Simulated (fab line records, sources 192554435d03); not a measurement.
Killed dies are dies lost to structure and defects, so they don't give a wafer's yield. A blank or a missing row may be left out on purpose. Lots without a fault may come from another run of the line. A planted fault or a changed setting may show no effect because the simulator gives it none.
Which tool did it? | flow n5_finfet | 11 lots, 31 wafers sampled, at 4 steps of a route of 1938

WHAT THE GAUGES READ, wafer by wafer
N5_BEOL_M5_INSPECT_13: inspects for defects (brightfield).
lot  | measured     | on                | raw_defect_count
L898 | day 12 05:13 | defect_inspect-02 | 489 667 311
L899 | day 12 17:33 | defect_inspect-01 | 362 449
L900 | day 12 17:44 | defect_inspect-02 | 400 311 337
L903 | day 13 13:53 | defect_inspect-02 | 441 366 461
L904 | day 14 00:07 | defect_inspect-01 | 586 693 492
L905 | day 14 00:55 | defect_inspect-01 | 413 360 425
L909 | day 15 23:14 | defect_inspect-02 | 1653 1828 1630
L912 | day 16 02:20 | defect_inspect-01 | 800 587
L914 | day 16 02:52 | defect_inspect-02 | 1530 1569 1594
L917 | day 17 06:03 | defect_inspect-01 | 405 308 255
L919 | day 17 22:04 | defect_inspect-01 | 350 323 341

WHICH TOOL RAN EACH LOT (tool, then ch and the chambers of the sampled wafers, then the start)
lot  | N5_BEOL_M4_PRE_CLEAN_60          | N5_BEOL_M5_ILD_DEP_00           | N5_BEOL_M5_HM_DEP_02
L898 | cvd_co-02 ch 0,1, day 12 00:39   | pecvd-03 ch 1,2, day 12 01:53   | pvd_sputter-01, day 12 04:37
L899 | cvd_co-02 ch 2, day 12 12:16     | pecvd-04 ch 1,2, day 12 13:30   | pvd_sputter-03, day 12 16:55
L900 | cvd_co-02 ch 1,2, day 12 14:00   | pecvd-04 ch 0,1,2, day 12 15:14 | pvd_sputter-03, day 12 17:13
L903 | cvd_co-02 ch 1,2, day 13 10:18   | pecvd-04 ch 0,2, day 13 11:32   | pvd_sputter-01, day 13 13:16
L904 | cvd_co-01 ch 0,1, day 13 18:43   | pecvd-03 ch 0,1, day 13 19:58   | pvd_sputter-02, day 13 23:31
L905 | cvd_co-01 ch 0,1, day 13 21:41   | pecvd-03 ch 0,2, day 13 22:55   | pvd_sputter-01, day 14 00:26
L909 | cvd_co-02 ch 0,2, day 15 17:04   | pecvd-03 ch 0,1,2, day 15 18:23 | pvd_sputter-01, day 15 22:46
L912 | cvd_co-02 ch 1, day 15 21:33     | pecvd-04 ch 2, day 15 23:04     | pvd_sputter-03, day 16 01:51
L914 | cvd_co-01 ch 0,1, day 15 23:43   | pecvd-03 ch 0,1,2, day 16 01:01 | pvd_sputter-01, day 16 02:16
L917 | cvd_co-02 ch 0,1,2, day 17 01:36 | pecvd-03 ch 0,2, day 17 02:50   | pvd_sputter-03, day 17 04:23
L919 | cvd_co-02 ch 0,1, day 17 17:58   | pecvd-03 ch 0,1,2, day 17 19:14 | pvd_sputter-02, day 17 21:34
- N5_BEOL_M4_PRE_CLEAN_60: time 15 s.
- N5_BEOL_M5_ILD_DEP_00: deposits SiCOH lowk from DEMS/porogen, target thk 140.64 nm, time 25.9 s.
- N5_BEOL_M5_HM_DEP_02: deposits TiN, target thk 20 nm.

WHAT THE TOOLS THEMSELVES READ (means of the sampled wafers that have a number; where no wafer has one, the mark that the record gives instead)
N5_BEOL_M4_PRE_CLEAN_60.
lot  | tool      | heater_power_w (W)
L898 | cvd_co-02 | 96
L899 | cvd_co-02 | 122
L900 | cvd_co-02 | 112
L903 | cvd_co-02 | 99
L904 | cvd_co-01 | 81
L905 | cvd_co-01 | 73
L909 | cvd_co-02 | 109
L912 | cvd_co-02 | 78
L914 | cvd_co-01 | 73
L917 | cvd_co-02 | 102
L919 | cvd_co-02 | 95

N5_BEOL_M5_ILD_DEP_00.
lot  | tool     | heater_power_w (W) | showerhead_plenum_p_Torr (Torr) | susceptor_temp_C (C) | throttle_valve_pct (%)
L898 | pecvd-03 | 303                | 5.755                           | 299.95               | 13.8
L899 | pecvd-04 | 393                | 5.734                           | 299.88               | 13.9
L900 | pecvd-04 | 393                | 5.726                           | 300.16               | 13.8
L903 | pecvd-04 | 436                | 5.738                           | 299.95               | 13.4
L904 | pecvd-03 | 236                | 5.728                           | 300.01               | 14.1
L905 | pecvd-03 | 324                | 5.752                           | 299.96               | 13.6
L909 | pecvd-03 | 275                | 5.755                           | 300.17               | 14.0
L912 | pecvd-04 | 418                | 5.748                           | 299.77               | 13.2
L914 | pecvd-03 | 251                | 5.749                           | 299.91               | 13.9
L917 | pecvd-03 | 298                | 5.751                           | 300.02               | 13.6
L919 | pecvd-03 | 256                | 5.748                           | 300.00               | 14.1

N5_BEOL_M5_HM_DEP_02.
lot  | tool           | susceptor_temp_C (C) | throttle_valve_pct (%)
L898 | pvd_sputter-01 | 25.08                | 30.2
L899 | pvd_sputter-03 | 25.02                | 30.2
L900 | pvd_sputter-03 | 25.06                | 30.2
L903 | pvd_sputter-01 | 24.96                | 30.2
L904 | pvd_sputter-02 | 24.91                | 30.0
L905 | pvd_sputter-01 | 25.04                | 30.2
L909 | pvd_sputter-01 | 25.05                | 30.1
L912 | pvd_sputter-03 | 24.96                | 30.6
L914 | pvd_sputter-01 | 25.12                | 31.1
L917 | pvd_sputter-03 | 25.03                | 29.4
L919 | pvd_sputter-02 | 24.97                | 29.9

THE ANSWER, worked out from the rows above alone
Rule: what is usual is taken from the lots themselves. Put in order of their means at a reading, lots are off if they are a third of the lots or fewer, leave a main group of 4 or more, and stand apart from it by a gap of 3 or more times the standard deviation of the main group's means; of several such gaps the widest counts. A main group whose means are all the same, to the digits that the tables above print for the reading, isn't used. A lot without any number at a reading at which 4 lots or more have one is off too. The other lots that the step has rows for count as sound. The gauges are gone through in route order, then the tools' own readings, and for those a lot's mean is taken as printed above. The first step at which some lot is off is used, and at that step the reading that is off furthest; a lot without a number counts as furthest.
Off: L909, L914, at N5_BEOL_M5_INSPECT_13 (raw_defect_count). The main group: mean 446, standard deviation 1.2e+02.
A tool fits if, at a process step before that reading, it ran every lot that is off, and no sound lot after the first of them. The gauges at N5_BEOL_M5_INSPECT_13 are tried like those tools. Can't be told from this: 2 tools fit, pvd_sputter-01 at N5_BEOL_M5_HM_DEP_02, defect_inspect-02 at N5_BEOL_M5_INSPECT_13.

WHAT THE SIMULATOR HAD PUT IN
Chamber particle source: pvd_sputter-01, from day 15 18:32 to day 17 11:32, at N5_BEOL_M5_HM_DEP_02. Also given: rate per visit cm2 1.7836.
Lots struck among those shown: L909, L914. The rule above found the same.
